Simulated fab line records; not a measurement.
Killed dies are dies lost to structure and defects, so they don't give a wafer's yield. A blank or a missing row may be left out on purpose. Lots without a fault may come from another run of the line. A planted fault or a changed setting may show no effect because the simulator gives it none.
Which tool did it? | flow n5-finfet | Sampling: 24 lots, 72 wafers, 6 of 1938 route steps

== WHAT THE GAUGES READ, wafer by wafer ==
N5_BEOL_M13_INSPECT_12: inspects for defects (macro).
lot  | measured     | on                | raw-defect-count
L074 | day 11 06:25 | defect-inspect-02 | 4 0 2
L075 | day 11 20:29 | defect-inspect-01 | 2 1 5
L078 | day 12 06:44 | defect-inspect-01 | 2 2 2
L077 | day 12 07:15 | defect-inspect-01 | 4 2 2
L076 | day 12 08:39 | defect-inspect-02 | 0 1 0
L079 | day 12 13:41 | defect-inspect-02 | 0 5 2
L080 | day 12 17:25 | defect-inspect-02 | 1 3 3
L081 | day 12 18:09 | defect-inspect-02 | 6 2 1
L082 | day 12 22:53 | defect-inspect-01 | 1 3 3
L083 | day 13 10:09 | defect-inspect-02 | 3 2 4
L084 | day 13 12:26 | defect-inspect-02 | 2 5 2
L085 | day 14 02:24 | defect-inspect-02 | 2 2 3
L086 | day 14 05:43 | defect-inspect-01 | 1 2 1
L087 | day 14 16:57 | defect-inspect-01 | 0 0 3
L088 | day 14 19:48 | defect-inspect-02 | 2 3 3
L090 | day 15 03:03 | defect-inspect-02 | 0 3 2
L089 | day 15 07:05 | defect-inspect-01 | 1 0 4
L091 | day 15 10:05 | defect-inspect-01 | 3 2 2
L093 | day 15 19:47 | defect-inspect-01 | 3 1 3
L094 | day 16 04:28 | defect-inspect-02 | 4 2 1
L095 | day 16 04:56 | defect-inspect-02 | 2 3 6
L092 | day 16 07:05 | defect-inspect-02 | 4 1 3
L096 | day 16 07:46 | defect-inspect-01 | 1 4 1
L097 | day 17 10:04 | defect-inspect-02 | 2 1 0

N5_BEOL_M13_THK_MEAS_50: measures by xrf.
lot  | measured     | on            | M13_THK (nm)
L074 | day 11 11:13 | film-metro-02 | 405 397 400
L075 | day 12 00:08 | film-metro-02 | 402 411 404
L078 | day 12 11:08 | film-metro-01 | 413 424 421
L077 | day 12 13:57 | film-metro-02 | 410 417 409
L076 | day 12 16:22 | film-metro-01 | 427 411 419
L079 | day 12 17:45 | film-metro-01 | 404 402 413
L080 | day 12 23:06 | film-metro-01 | 413 418 410
L081 | day 13 00:11 | film-metro-02 | 402 403 406
L082 | day 13 02:54 | film-metro-02 | 396 407 396
L083 | day 13 17:38 | film-metro-02 | 406 410 400
L084 | day 13 18:37 | film-metro-02 | 404 410 405
L085 | day 14 06:18 | film-metro-02 | 409 409 403
L086 | day 14 09:15 | film-metro-01 | 411 417 411
L087 | day 14 20:53 | film-metro-01 | 420 419 419
L088 | day 15 01:13 | film-metro-02 | 403 403 402
L090 | day 15 06:37 | film-metro-01 | 419 422 412
L089 | day 15 13:21 | film-metro-02 | 413 414 410
L091 | day 15 15:02 | film-metro-01 | 412 416 424
L093 | day 16 00:05 | film-metro-01 | 418 411 408
L094 | day 16 08:05 | film-metro-02 | 404 411 413
L095 | day 16 08:21 | film-metro-01 | 418 419 422
L092 | day 16 11:33 | film-metro-01 | 416 418 416
L096 | day 16 12:13 | film-metro-02 | 407 410 405
L097 | day 17 14:56 | film-metro-01 | 416 420 421

== TOOL THAT RAN EACH LOT (tool first, then ch and the chambers of the sampled wafers, then the start) ==
lot  | N5_BEOL_M12_STRIP_37                 | N5_BEOL_M12_DEP_53              | N5_BEOL_M13_STRIP_64                 | N5_BEOL_M13_SPUTTER_45
L074 | plasma-asher-02 ch 0,1, day 11 02:29 | pecvd-03 ch 0,2, day 11 05:39   | plasma-asher-02 ch 0,1, day 11 06:51 | pvd-sputter-02, day 11 10:11
L075 | plasma-asher-01 ch 0,1, day 11 16:33 | pecvd-03 ch 1,2, day 11 19:43   | plasma-asher-01 ch 0,1, day 11 20:53 | pvd-sputter-02, day 11 23:11
L078 | plasma-asher-02 ch 0, day 12 02:49   | pecvd-04 ch 1,2, day 12 06:05   | plasma-asher-01 ch 0,1, day 12 07:09 | pvd-sputter-02, day 12 10:15
L077 | plasma-asher-01 ch 0,1, day 12 03:19 | pecvd-01 ch 0,2, day 12 06:37   | plasma-asher-01 ch 0,1, day 12 07:40 | pvd-sputter-03, day 12 13:04
L076 | plasma-asher-02 ch 0,1, day 12 03:29 | pecvd-01 ch 0,1,2, day 12 08:01 | plasma-asher-02 ch 0,1, day 12 09:04 | pvd-sputter-03, day 12 15:29
L079 | plasma-asher-01 ch 0,1, day 12 09:11 | pecvd-03 ch 0,2, day 12 13:04   | plasma-asher-02 ch 0,1, day 12 14:08 | pvd-sputter-02, day 12 16:24
L080 | plasma-asher-02 ch 1, day 12 12:23   | pecvd-04 ch 0,1, day 12 16:39   | plasma-asher-02 ch 0,1, day 12 17:50 | pvd-sputter-03, day 12 22:05
L081 | plasma-asher-01 ch 0,1, day 12 12:50 | pecvd-04 ch 0,2, day 12 17:25   | plasma-asher-01 ch 0,1, day 12 18:34 | pvd-sputter-01, day 12 23:06
L082 | plasma-asher-02 ch 0,1, day 12 18:39 | pecvd-03 ch 1,2, day 12 22:14   | plasma-asher-01 ch 0,1, day 12 23:33 | pvd-sputter-01, day 13 01:47
L083 | plasma-asher-02 ch 0,1, day 13 06:25 | pecvd-04 ch 0,2, day 13 09:23   | plasma-asher-02 ch 0,1, day 13 10:34 | pvd-sputter-01, day 13 16:46
L084 | plasma-asher-01 ch 0, day 13 07:08   | pecvd-01 ch 0,1, day 13 11:48   | plasma-asher-02 ch 1, day 13 12:51   | pvd-sputter-01, day 13 17:43
L085 | plasma-asher-02 ch 0,1, day 13 20:48 | pecvd-03 ch 0,1, day 14 01:46   | plasma-asher-02 ch 0,1, day 14 02:55 | pvd-sputter-02, day 14 05:11
L086 | plasma-asher-01 ch 0,1, day 14 03:05 | pecvd-04 ch 0,2, day 14 05:05   | plasma-asher-02 ch 0,1, day 14 06:08 | pvd-sputter-01, day 14 08:23
L087 | plasma-asher-01 ch 0,1, day 14 12:23 | pecvd-04 ch 0,1, day 14 16:02   | plasma-asher-02 ch 0,1, day 14 17:22 | pvd-sputter-02, day 14 19:51
L088 | plasma-asher-01 ch 0,1, day 14 16:33 | pecvd-04 ch 0,1,2, day 14 19:03 | plasma-asher-02 ch 0,1, day 14 20:14 | pvd-sputter-02, day 15 00:21
L090 | plasma-asher-01 ch 0,1, day 14 22:14 | pecvd-01 ch 0,2, day 15 02:13   | plasma-asher-01 ch 0,1, day 15 03:28 | pvd-sputter-01, day 15 05:44
L089 | plasma-asher-01 ch 0,1, day 15 04:24 | pecvd-03 ch 1,2, day 15 06:19   | plasma-asher-01 ch 0,1, day 15 07:34 | pvd-sputter-02, day 15 12:29
L091 | plasma-asher-02 ch 0,1, day 15 07:47 | pecvd-03 ch 1,2, day 15 09:19   | plasma-asher-02 ch 0,1, day 15 10:30 | pvd-sputter-03, day 15 14:10
L093 | plasma-asher-02 ch 0,1, day 15 16:29 | pecvd-01 ch 0,1,2, day 15 18:55 | plasma-asher-02 ch 0,1, day 15 20:12 | pvd-sputter-01, day 15 23:12
L094 | plasma-asher-02 ch 0,1, day 16 01:21 | pecvd-03 ch 0,1,2, day 16 03:43 | plasma-asher-01 ch 0,1, day 16 04:53 | pvd-sputter-03, day 16 06:56
L095 | plasma-asher-02 ch 0,1, day 16 02:50 | pecvd-04 ch 1,2, day 16 04:17   | plasma-asher-02 ch 0,1, day 16 05:38 | pvd-sputter-01, day 16 07:26
L092 | plasma-asher-01 ch 0,1, day 16 02:55 | pecvd-04 ch 0,1,2, day 16 06:28 | plasma-asher-02 ch 0,1, day 16 07:32 | pvd-sputter-03, day 16 10:41
L096 | plasma-asher-02 ch 0,1, day 16 05:31 | pecvd-03 ch 0,1,2, day 16 07:00 | plasma-asher-01 ch 0,1, day 16 08:11 | pvd-sputter-01, day 16 11:20
L097 | plasma-asher-02 ch 0,1, day 17 05:59 | pecvd-04 ch 0,1,2, day 17 09:25 | plasma-asher-01 ch 0, day 17 10:36   | pvd-sputter-02, day 17 14:04
- N5_BEOL_M12_STRIP_37: strips in N2/H2.
- N5_BEOL_M12_DEP_53: deposits SiCN from 3MS/NH3, target thk 30 nm, time 10.5 s.
- N5_BEOL_M13_STRIP_64: strips in N2/H2.
- N5_BEOL_M13_SPUTTER_45: material Cu, target thk 80 nm, time 13.33 s.

== WHAT THE TOOLS THEMSELVES READ (means of the sampled wafers that have a number; where no wafer has one, the mark that the record gives instead) ==
N5_BEOL_M12_STRIP_37.
lot  | tool            | drypump-motor-current-A (A) | heater-power-w (W) | oes-product-au (a.u.) | temp-c (C)
L074 | plasma-asher-02 | 5.8                         | 337                | 0.789                 | 249.77
L075 | plasma-asher-01 | 5.2                         | 326                | 0.782                 | 249.89
L078 | plasma-asher-02 | 5.9                         | 323                | 0.778                 | 250.07
L077 | plasma-asher-01 | 5.5                         | 322                | 0.796                 | 250.25
L076 | plasma-asher-02 | 5.7                         | 356                | 0.795                 | 250.02
L079 | plasma-asher-01 | 5.5                         | 320                | 0.775                 | 250.14
L080 | plasma-asher-02 | 5.6                         | 371                | 0.786                 | 249.80
L081 | plasma-asher-01 | 5.2                         | 327                | 0.789                 | 250.11
L082 | plasma-asher-02 | 5.8                         | 340                | 0.781                 | 250.07
L083 | plasma-asher-02 | 5.7                         | 350                | 0.790                 | 249.85
L084 | plasma-asher-01 | 5.0                         | 330                | 0.785                 | 250.28
L085 | plasma-asher-02 | 5.7                         | 353                | 0.804                 | 250.03
L086 | plasma-asher-01 | 5.4                         | 321                | 0.796                 | 250.05
L087 | plasma-asher-01 | 5.2                         | 331                | 0.794                 | 249.94
L088 | plasma-asher-01 | 5.4                         | 324                | 0.789                 | 250.16
L090 | plasma-asher-01 | 5.2                         | 325                | 0.796                 | 249.83
L089 | plasma-asher-01 | 5.2                         | 324                | 0.792                 | 250.01
L091 | plasma-asher-02 | 5.8                         | 338                | 0.798                 | 249.94
L093 | plasma-asher-02 | 5.7                         | 354                | 0.792                 | 250.22
L094 | plasma-asher-02 | 5.9                         | 340                | 0.791                 | 250.04
L095 | plasma-asher-02 | 5.8                         | 335                | 0.787                 | 249.56
L092 | plasma-asher-01 | 5.2                         | 323                | 0.793                 | 249.85
L096 | plasma-asher-02 | 5.8                         | 338                | 0.792                 | 250.09
L097 | plasma-asher-02 | 5.7                         | 358                | 0.773                 | 249.96

N5_BEOL_M12_DEP_53.
lot  | tool     | showerhead-plenum-p-Torr (Torr) | throttle-valve-pct (%)
L074 | pecvd-03 | 4.153                           | 17.1
L075 | pecvd-03 | 4.142                           | 18.3
L078 | pecvd-04 | 4.167                           | 19.3
L077 | pecvd-01 | 4.166                           | 17.9
L076 | pecvd-01 | 4.169                           | 17.3
L079 | pecvd-03 | 4.146                           | 17.2
L080 | pecvd-04 | 4.177                           | 19.4
L081 | pecvd-04 | 4.180                           | 18.0
L082 | pecvd-03 | 4.139                           | 18.5
L083 | pecvd-04 | 4.167                           | 17.5
L084 | pecvd-01 | 4.185                           | 17.6
L085 | pecvd-03 | 4.133                           | 18.3
L086 | pecvd-04 | 4.183                           | 18.0
L087 | pecvd-04 | 4.175                           | 19.9
L088 | pecvd-04 | 4.172                           | 18.8
L090 | pecvd-01 | 4.169                           | 17.7
L089 | pecvd-03 | 4.147                           | 17.5
L091 | pecvd-03 | 4.140                           | 18.4
L093 | pecvd-01 | 4.171                           | 17.3
L094 | pecvd-03 | 4.146                           | 17.8
L095 | pecvd-04 | 4.171                           | 19.3
L092 | pecvd-04 | 4.176                           | 18.6
L096 | pecvd-03 | 4.147                           | 17.9
L097 | pecvd-04 | 4.179                           | 18.8

N5_BEOL_M13_STRIP_64.
lot  | tool            | drypump-motor-current-A (A) | heater-power-w (W) | oes-product-au (a.u.) | strip-time-to-endpoint-s (s) | temp-c (C)
L074 | plasma-asher-02 | 5.7                         | 355                | 0.717                 | 31.51                        | 249.82
L075 | plasma-asher-01 | 5.2                         | 327                | 0.719                 | 31.21                        | 250.12
L078 | plasma-asher-01 | 5.2                         | 325                | 0.713                 | 31.31                        | 250.14
L077 | plasma-asher-01 | 5.2                         | 324                | 0.717                 | 31.41                        | 249.91
L076 | plasma-asher-02 | 5.7                         | 359                | 0.712                 | 31.30                        | 250.18
L079 | plasma-asher-02 | 5.8                         | 337                | 0.717                 | 31.48                        | 249.83
L080 | plasma-asher-02 | 5.8                         | 340                | 0.710                 | 31.25                        | 250.02
L081 | plasma-asher-01 | 5.4                         | 319                | 0.711                 | 31.49                        | 250.05
L082 | plasma-asher-01 | 5.5                         | 322                | 0.715                 | 31.39                        | 250.17
L083 | plasma-asher-02 | 5.7                         | 354                | 0.714                 | 31.45                        | 249.84
L084 | plasma-asher-02 | 5.6                         | 369                | 0.719                 | 31.35                        | 249.85
L085 | plasma-asher-02 | 5.8                         | 342                | 0.718                 | 31.21                        | 250.06
L086 | plasma-asher-02 | 5.8                         | 343                | 0.713                 | 31.28                        | 250.04
L087 | plasma-asher-02 | 5.8                         | 336                | 0.716                 | 31.41                        | 249.93
L088 | plasma-asher-02 | 5.7                         | 360                | 0.714                 | 31.41                        | 249.76
L090 | plasma-asher-01 | 5.2                         | 324                | 0.710                 | 31.26                        | 249.87
L089 | plasma-asher-01 | 5.5                         | 330                | 0.712                 | 31.44                        | 249.99
L091 | plasma-asher-02 | 5.7                         | 355                | 0.717                 | 31.26                        | 249.95
L093 | plasma-asher-02 | 5.8                         | 342                | 0.711                 | 31.36                        | 249.92
L094 | plasma-asher-01 | 5.4                         | 329                | 0.712                 | 31.41                        | 249.87
L095 | plasma-asher-02 | 5.8                         | 341                | 0.712                 | 31.31                        | 249.95
L092 | plasma-asher-02 | 5.8                         | 334                | 0.713                 | 31.43                        | 250.02
L096 | plasma-asher-01 | 5.2                         | 322                | 0.716                 | 31.49                        | 249.99
L097 | plasma-asher-01 | 5.0                         | 328                | 0.713                 | 31.42                        | 249.99

N5_BEOL_M13_SPUTTER_45.
lot  | tool           | chamber-pressure-pa (Pa) | substrate-temp-c (C) | throttle-valve-pct (%)
L074 | pvd-sputter-02 | 0.12998                  | -19.92               | 29.4
L075 | pvd-sputter-02 | 0.13013                  | -20.04               | 30.7
L078 | pvd-sputter-02 | 0.13012                  | -20.06               | 28.5
L077 | pvd-sputter-03 | 0.13028                  | -19.93               | 30.5
L076 | pvd-sputter-03 | 0.12999                  | -19.93               | 30.7
L079 | pvd-sputter-02 | 0.13026                  | -19.96               | 30.9
L080 | pvd-sputter-03 | 0.13005                  | -19.98               | 30.7
L081 | pvd-sputter-01 | 0.13007                  | -19.94               | 29.7
L082 | pvd-sputter-01 | 0.13005                  | -20.07               | 29.5
L083 | pvd-sputter-01 | 0.13002                  | -19.99               | 29.9
L084 | pvd-sputter-01 | 0.13018                  | -19.94               | 29.9
L085 | pvd-sputter-02 | 0.12986                  | -20.05               | 29.9
L086 | pvd-sputter-01 | 0.12982                  | -20.01               | 29.5
L087 | pvd-sputter-02 | 0.13020                  | -19.98               | 31.6
L088 | pvd-sputter-02 | 0.13017                  | -19.97               | 30.8
L090 | pvd-sputter-01 | 0.12982                  | -20.00               | 29.8
L089 | pvd-sputter-02 | 0.13002                  | -19.95               | 31.0
L091 | pvd-sputter-03 | 0.12992                  | -20.04               | 30.0
L093 | pvd-sputter-01 | 0.12996                  | -19.92               | 29.7
L094 | pvd-sputter-03 | 0.12992                  | -19.95               | 30.1
L095 | pvd-sputter-01 | 0.12984                  | -19.96               | 29.9
L092 | pvd-sputter-03 | 0.13011                  | -19.95               | 30.5
L096 | pvd-sputter-01 | 0.12982                  | -20.04               | 29.8
L097 | pvd-sputter-02 | 0.13020                  | -20.04               | 30.2

== THE ANSWER, worked out from the rows above alone ==
Rule: what is usual is taken from the lots themselves. The widest of any qualifying gaps counts: lots, ordered by their means at a reading, are off when they make up no more than a third of the lots, leave a main group of 4 or more, and stand apart from it by 3 or more times the standard deviation of that group's means. If all means in a main group match to the digits the tables above print for the reading, that group is not used. A lot without any number at a reading at which 4 lots or more have one is off too. Any other lot the step has rows for is counted as sound. First the gauges in route order, then the tools' own readings, where a lot's mean is used as printed above. At the first step where some lot is off, the reading lying furthest off is the one used; lots without a number count as furthest.
No lot is off at any reading shown: from this, nothing can be told.

== WHAT WAS PUT IN BY THE SIMULATOR ==
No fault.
